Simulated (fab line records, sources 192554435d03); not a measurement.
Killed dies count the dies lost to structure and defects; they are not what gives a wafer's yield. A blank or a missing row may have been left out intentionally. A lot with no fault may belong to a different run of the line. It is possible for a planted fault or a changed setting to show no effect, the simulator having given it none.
Split-lot trial / flow n5-finfet / 21 wafers read across 7 lots, on a route 1938 steps long

THE SPLIT
At N5_ILD0_PRECLEAN_10 (cleans in NF3:NH3, afs cycles 5, time 20 s, sublimation time 60 s), the setting time-s was moved away from the recipe's 20 s on 7 of the 21 wafers read, by -11.6% to +21.6%. For the rest of the wafers, this setting stayed at what the recipe calls for.

The reading comes from the split's own step.

THE READING
SiO2_flowable_of_ILD0_FCVD_FILL_01.thk-nm (the simulator's own value, which no gauge read), in nm, at N5_ILD0_PRECLEAN_10 (cleans in NF3:NH3, afs cycles 5, time 20 s, sublimation time 60 s). The file does not state a usual value for it. The 14 wafers here that ran the recipe average 120.3 nm, standard deviation 0.43 nm.

wafer=L076.1; tool, chamber at the split=remote-plasma-02, 0; time-s as run, s=20; against the recipe=recipe; SiO2_flowable_of_ILD0_FCVD_FILL_01.thk-nm, nm=120.2; against lot-mates on the recipe=-
wafer=L076.2; tool, chamber at the split=remote-plasma-02, 0; time-s as run, s=20; against the recipe=recipe; SiO2_flowable_of_ILD0_FCVD_FILL_01.thk-nm, nm=119.6; against lot-mates on the recipe=-
wafer=L076.4; tool, chamber at the split=remote-plasma-02, 0; time-s as run, s=20; against the recipe=recipe; SiO2_flowable_of_ILD0_FCVD_FILL_01.thk-nm, nm=120; against lot-mates on the recipe=-
wafer=L082.1; tool, chamber at the split=remote-plasma-01, 0; time-s as run, s=20; against the recipe=recipe; SiO2_flowable_of_ILD0_FCVD_FILL_01.thk-nm, nm=120; against lot-mates on the recipe=-
wafer=L082.2; tool, chamber at the split=remote-plasma-01, 0; time-s as run, s=21.81; against the recipe=+9.1%; SiO2_flowable_of_ILD0_FCVD_FILL_01.thk-nm, nm=118; against lot-mates on the recipe=-2.0
wafer=L082.6; tool, chamber at the split=remote-plasma-01, 0; time-s as run, s=21.81; against the recipe=+9.1%; SiO2_flowable_of_ILD0_FCVD_FILL_01.thk-nm, nm=119; against lot-mates on the recipe=-1.0
wafer=L089.2; tool, chamber at the split=remote-plasma-02, 0; time-s as run, s=20; against the recipe=recipe; SiO2_flowable_of_ILD0_FCVD_FILL_01.thk-nm, nm=120.2; against lot-mates on the recipe=-
wafer=L089.3; tool, chamber at the split=remote-plasma-02, 0; time-s as run, s=20; against the recipe=recipe; SiO2_flowable_of_ILD0_FCVD_FILL_01.thk-nm, nm=120.4; against lot-mates on the recipe=-
wafer=L089.6; tool, chamber at the split=remote-plasma-02, 0; time-s as run, s=20; against the recipe=recipe; SiO2_flowable_of_ILD0_FCVD_FILL_01.thk-nm, nm=120; against lot-mates on the recipe=-
wafer=L093.4; tool, chamber at the split=remote-plasma-02, 1; time-s as run, s=20; against the recipe=recipe; SiO2_flowable_of_ILD0_FCVD_FILL_01.thk-nm, nm=119.6; against lot-mates on the recipe=-
wafer=L093.5; tool, chamber at the split=remote-plasma-02, 1; time-s as run, s=20; against the recipe=recipe; SiO2_flowable_of_ILD0_FCVD_FILL_01.thk-nm, nm=120.6; against lot-mates on the recipe=-
wafer=L093.6; tool, chamber at the split=remote-plasma-02, 1; time-s as run, s=20; against the recipe=recipe; SiO2_flowable_of_ILD0_FCVD_FILL_01.thk-nm, nm=120.8; against lot-mates on the recipe=-
wafer=L094.1; tool, chamber at the split=remote-plasma-02, 1; time-s as run, s=22.33; against the recipe=+11.6%; SiO2_flowable_of_ILD0_FCVD_FILL_01.thk-nm, nm=118.6; against lot-mates on the recipe=-2.2
wafer=L094.5; tool, chamber at the split=remote-plasma-02, 1; time-s as run, s=22.33; against the recipe=+11.6%; SiO2_flowable_of_ILD0_FCVD_FILL_01.thk-nm, nm=120.2; against lot-mates on the recipe=-0.6
wafer=L094.6; tool, chamber at the split=remote-plasma-02, 1; time-s as run, s=20; against the recipe=recipe; SiO2_flowable_of_ILD0_FCVD_FILL_01.thk-nm, nm=120.8; against lot-mates on the recipe=-
wafer=L092.1; tool, chamber at the split=remote-plasma-02, 0; time-s as run, s=24.33; against the recipe=+21.6%; SiO2_flowable_of_ILD0_FCVD_FILL_01.thk-nm, nm=117.4; against lot-mates on the recipe=-3.2
wafer=L092.4; tool, chamber at the split=remote-plasma-02, 0; time-s as run, s=20; against the recipe=recipe; SiO2_flowable_of_ILD0_FCVD_FILL_01.thk-nm, nm=120.2; against lot-mates on the recipe=-
wafer=L092.5; tool, chamber at the split=remote-plasma-02, 0; time-s as run, s=20; against the recipe=recipe; SiO2_flowable_of_ILD0_FCVD_FILL_01.thk-nm, nm=121; against lot-mates on the recipe=-
wafer=L096.1; tool, chamber at the split=remote-plasma-02, 0; time-s as run, s=20; against the recipe=recipe; SiO2_flowable_of_ILD0_FCVD_FILL_01.thk-nm, nm=120.8; against lot-mates on the recipe=-
wafer=L096.2; tool, chamber at the split=remote-plasma-02, 0; time-s as run, s=17.68; against the recipe=-11.6%; SiO2_flowable_of_ILD0_FCVD_FILL_01.thk-nm, nm=123.8; against lot-mates on the recipe=+3.0
wafer=L096.6; tool, chamber at the split=remote-plasma-02, 0; time-s as run, s=17.68; against the recipe=-11.6%; SiO2_flowable_of_ILD0_FCVD_FILL_01.thk-nm, nm=122.2; against lot-mates on the recipe=+1.4

FIT RESULTS
A straight line over all 21 wafers: SiO2_flowable_of_ILD0_FCVD_FILL_01.thk-nm changes by -0.158 nm for each +1% of time-s; r = -0.87; the points scatter about the line by 0.69 nm.
The same after taking each lot's own level away (the mean of its wafers on the recipe; 21 wafers): -0.156 nm for each +1%; r = -0.92; scatter 0.52 nm.
Per that fit: largest time-s move, reading shift of 3.4 nm.
The span of the lots' own levels, 119.93 to 120.80 nm, comes to 2.0 times the standard deviation stated above.
Consequently the slope shifts little with the lot-to-lot level, the two slopes agreeing.
Check: with one of the wafers moved furthest among these (+21.6%) left out of the fit, the line predicts -3.37 nm for it against its lot-mates. It came out at -3.2 nm against them.

OTHER SPLITS ON THESE WAFERS
These wafers also went through other splits before the reading. Each is held against what the fit with the lots' levels taken away leaves over:
other split on the same wafers=N5_ZERO_LAYER_EXPOSE_08 dose-mj; wafers away from the commonest value=7; r with SiO2_flowable_of_ILD0_FCVD_FILL_01.thk-nm (lot level and that fit taken away)=+0.18
other split on the same wafers=N5_ZERO_LAYER_DEVELOP_10 develop-time-s; wafers away from the commonest value=5; r with SiO2_flowable_of_ILD0_FCVD_FILL_01.thk-nm (lot level and that fit taken away)=-0.13
other split on the same wafers=N5_PMOS_HMC_CHANNEL_EPI_PEB_07 peb-temp-c; wafers away from the commonest value=9; r with SiO2_flowable_of_ILD0_FCVD_FILL_01.thk-nm (lot level and that fit taken away)=-0.01
other split on the same wafers=N5_PMOS_HMC_CHANNEL_EPI_DEVELOP_08 develop-time-s; wafers away from the commonest value=4; r with SiO2_flowable_of_ILD0_FCVD_FILL_01.thk-nm (lot level and that fit taken away)=-0.19
other split on the same wafers=N5_FIN_CUT_EXPOSE_05 dose-mj; wafers away from the commonest value=6; r with SiO2_flowable_of_ILD0_FCVD_FILL_01.thk-nm (lot level and that fit taken away)=-0.06
other split on the same wafers=N5_DUMMY_GATE_HM_DEP_06 time-s; wafers away from the commonest value=15; r with SiO2_flowable_of_ILD0_FCVD_FILL_01.thk-nm (lot level and that fit taken away)=-0.11
other split on the same wafers=N5_SD_EPI_N_PEB_07 peb-time-s; wafers away from the commonest value=6; r with SiO2_flowable_of_ILD0_FCVD_FILL_01.thk-nm (lot level and that fit taken away)=+0.40
other split on the same wafers=N5_SD_EPI_N_DEVELOP_08 develop-time-s; wafers away from the commonest value=6; r with SiO2_flowable_of_ILD0_FCVD_FILL_01.thk-nm (lot level and that fit taken away)=+0.26

FILE'S OWN FIT
SiO2_flowable_of_ILD0_FCVD_FILL_01.thk-nm changes by -0.152 nm for each +1% of time-s, r = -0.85.
